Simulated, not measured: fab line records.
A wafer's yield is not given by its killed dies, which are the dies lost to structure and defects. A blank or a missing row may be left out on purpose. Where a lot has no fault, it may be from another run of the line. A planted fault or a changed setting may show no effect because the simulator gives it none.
Which tool was responsible? -- flow nand_harc -- Sampling: 24 lots, 72 wafers, 3 of 1159 route steps

== WHAT THE GAUGES SHOWED, per wafer ==
NHARC_A_CONTACT_CD_MEAS_42: target cd 200 nm.
lot,measured,on,cd_nm (nm)
L077,day 16 18:28,cd_sem-03,200.1 200.0 200.9
L075,day 16 10:04,cd_sem-02,200.8 200.9 200.9
L078,day 16 16:53,cd_sem-01,201.0 200.3 200.3
L074,day 16 22:13,cd_sem-03,200.6 200.4 201.0
L079,day 17 00:28,cd_sem-01,201.4 200.1 200.5
L076,day 17 02:37,cd_sem-03,200.1 199.7 199.7
L080,day 17 08:55,cd_sem-01,201.0 199.8 200.6
L081,day 17 19:29,cd_sem-03,200.5 199.9 200.3
L082,day 18 09:33,cd_sem-01,200.4 199.9 200.8
L084,day 19 00:55,cd_sem-02,199.2 200.3 200.3
L083,day 18 19:59,cd_sem-01,200.3 200.7 200.3
L085,day 19 01:04,cd_sem-02,200.5 200.0 200.6
L086,day 19 10:57,cd_sem-01,200.0 200.2 199.9
L089,day 19 18:32,cd_sem-03,200.8 200.4 200.6
L088,day 19 13:22,cd_sem-01,200.1 200.7 200.9
L090,day 19 15:50,cd_sem-01,199.7 200.1 200.8
L087,day 20 00:38,cd_sem-03,200.2 200.1 200.2
L091,day 20 08:25,cd_sem-01,201.5 201.3 200.2
L093,day 21 00:08,cd_sem-01,200.0 200.0 200.2
L092,day 20 23:47,cd_sem-03,200.7 199.8 200.1
L096,day 21 15:14,cd_sem-03,200.8 200.5 200.3
L094,day 21 17:04,cd_sem-01,200.2 200.1 200.2
L095,day 22 00:20,cd_sem-03,199.7 199.8 199.8
L097,day 22 20:33,cd_sem-02,199.9 199.9 200.1

== WHICH TOOL RAN EACH LOT (tool, then ch and the chambers of the sampled wafers, then the start) ==
lot,NHARC_A_SLIT_STRIP_18,NHARC_A_CONTACT_DEP_29
L077,"rie_diel-03 ch 0,3, day 16 17:44 or earlier","pecvd-01 ch 0,1,2, day 16 17:44"
L075,"rie_diel-01 ch 0,3, day 16 09:22 or earlier","pecvd-04 ch 0,1,2, day 16 09:22"
L078,"rie_diel-07 ch 0,3, day 16 16:17 or earlier","pecvd-03 ch 0,1, day 16 16:17"
L074,"rie_diel-03 ch 1,3, day 16 21:30 or earlier","pecvd-03 ch 0,1, day 16 21:30"
L079,"rie_diel-03 ch 2,3, day 16 23:46 or earlier","pecvd-03 ch 0,1,2, day 16 23:46"
L076,"rie_diel-07 ch 1,2,3, day 17 01:53 or earlier","pecvd-03 ch 0,1,2, day 17 01:53"
L080,"rie_diel-03 ch 1,2,3, day 17 08:11 or earlier","pecvd-04 ch 0,1,2, day 17 08:11"
L081,"rie_diel-07 ch 1,2,3, day 17 18:47 or earlier","pecvd-04 ch 0,1,2, day 17 18:47"
L082,"rie_diel-01 ch 0,1,2, day 18 08:52 or earlier","pecvd-03 ch 0,1, day 18 08:52"
L084,"rie_diel-03 ch 1,2,3, day 19 00:10 or earlier","pecvd-03 ch 0,1,2, day 19 00:10"
L083,"rie_diel-03 ch 0,1,2, day 18 19:17 or earlier","pecvd-04 ch 0,1,2, day 18 19:17"
L085,"rie_diel-01 ch 1,2, day 19 00:19 or earlier","pecvd-04 ch 0,1, day 19 00:19"
L086,"rie_diel-07 ch 0,1, day 19 10:21 or earlier","pecvd-04 ch 0,1,2, day 19 10:21"
L089,"rie_diel-03 ch 0,2, day 19 17:56 or earlier","pecvd-04 ch 1,2, day 19 17:56"
L088,"rie_diel-01 ch 0,1,2, day 19 12:39 or earlier","pecvd-03 ch 0,1,2, day 19 12:39"
L090,"rie_diel-01 ch 1,2, day 17 21:26","pecvd-04 ch 0,1,2, day 19 15:06"
L087,"rie_diel-03 ch 0,2,3, day 20 00:00 or earlier","pecvd-01 ch 0,1,2, day 20 00:00"
L091,"rie_diel-01 ch 0,1, day 20 07:43 or earlier","pecvd-01 ch 0,1,2, day 20 07:43"
L093,"rie_diel-07 ch 0,2,3, day 20 23:26 or earlier","pecvd-04 ch 0,2, day 20 23:26"
L092,"rie_diel-07 ch 1,2, day 20 23:04 or earlier","pecvd-01 ch 0,2, day 20 23:04"
L096,"rie_diel-03 ch 0,1, day 21 14:32 or earlier","pecvd-01 ch 1,2, day 21 14:32"
L094,"rie_diel-07 ch 1,2,3, day 21 16:20 or earlier","pecvd-03 ch 0,1,2, day 21 16:20"
L095,"rie_diel-03 ch 0,3, day 21 23:36 or earlier","pecvd-01 ch 0,1,2, day 21 23:36"
L097,"rie_diel-07 ch 0,3, day 22 20:00 or earlier","pecvd-03 ch 0,2, day 22 20:00"
- NHARC_A_SLIT_STRIP_18: strips in O2.
- NHARC_A_CONTACT_DEP_29: deposits SiON, target thk 70 nm.

== AS READ BY THE TOOLS THEMSELVES (means over the sampled wafers that have a number; for cases with no such wafer, the mark the record gives instead) ==
NHARC_A_SLIT_STRIP_18.
lot,tool,drypump_motor_current_A (A),oes_product_au (a.u.),rf_vpp_V (V),showerhead_plenum_p_Torr (Torr),throttle_valve_pct (%)
L077,rie_diel-03,6.0,0.990,58.0,3.65,17.031
L075,rie_diel-01,5.9,1.002,58.4,3.63,17.039
L078,rie_diel-07,5.1,1.015,57.7,3.57,17.035
L074,rie_diel-03,5.8,0.992,57.8,3.67,17.043
L079,rie_diel-03,6.5,0.994,58.1,3.44,17.040
L076,rie_diel-07,5.3,0.995,57.3,3.52,17.036
L080,rie_diel-03,6.0,0.993,58.1,3.53,17.028
L081,rie_diel-07,5.3,0.995,58.3,3.52,17.031
L082,rie_diel-01,5.9,0.990,56.9,3.43,17.044
L084,rie_diel-03,5.9,0.988,58.1,3.53,17.036
L083,rie_diel-03,5.6,1.000,57.9,3.46,17.040
L085,rie_diel-01,5.6,0.992,57.6,3.39,17.041
L086,rie_diel-07,5.3,1.009,58.4,3.61,17.033
L089,rie_diel-03,6.2,1.002,57.3,3.37,17.045
L088,rie_diel-01,5.9,0.998,57.4,3.43,17.036
L090,rie_diel-01,6.1,1.004,57.8,3.47,17.030
L087,rie_diel-03,6.1,1.002,57.7,3.51,17.037
L091,rie_diel-01,6.3,0.995,58.1,3.52,17.036
L093,rie_diel-07,5.2,1.014,58.0,3.54,17.045
L092,rie_diel-07,5.4,1.006,58.5,3.58,17.049
L096,rie_diel-03,5.2,1.005,58.0,3.53,17.037
L094,rie_diel-07,5.3,1.002,57.5,3.51,17.036
L095,rie_diel-03,6.0,1.006,57.2,3.64,17.038
L097,rie_diel-07,5.2,0.998,57.6,3.46,17.039

NHARC_A_CONTACT_DEP_29.
lot,tool,heater_power_outer_w (W),heater_power_w (W)
L077,pecvd-01,469,824
L075,pecvd-04,580,914
L078,pecvd-03,517,853
L074,pecvd-03,445,725
L079,pecvd-03,483,813
L076,pecvd-03,509,821
L080,pecvd-04,563,897
L081,pecvd-04,569,894
L082,pecvd-03,502,846
L084,pecvd-03,493,816
L083,pecvd-04,537,867
L085,pecvd-04,554,882
L086,pecvd-04,550,874
L089,pecvd-04,526,856
L088,pecvd-03,464,773
L090,pecvd-04,501,817
L087,pecvd-01,408,732
L091,pecvd-01,427,751
L093,pecvd-04,550,852
L092,pecvd-01,392,704
L096,pecvd-01,459,806
L094,pecvd-03,533,872
L095,pecvd-01,411,725
L097,pecvd-03,424,694

== THE ANSWER, worked out from the rows above alone ==
Rule: usual is defined by the lots themselves. The widest of any qualifying gaps counts: lots, ordered by their means at a reading, are off when they make up no more than a third of the lots, leave a main group of 4 or more, and stand apart from it by 3 or more times the standard deviation of that group's means. A main group is skipped when, at the precision printed for the reading in the tables above, its means are all equal. Also off: a lot with no number at a reading for which 4 or more lots have one. All remaining lots with rows at the step are treated as sound. The gauges are gone through in route order, then the tools' own readings, and for those a lot's mean is taken as printed above. At the first step where some lot is off, the reading lying furthest off is the one used; lots without a number count as furthest.
Across all readings shown, no lot is off: no conclusion can be drawn from this.

== WHAT HAD BEEN PUT IN BY THE SIMULATOR ==
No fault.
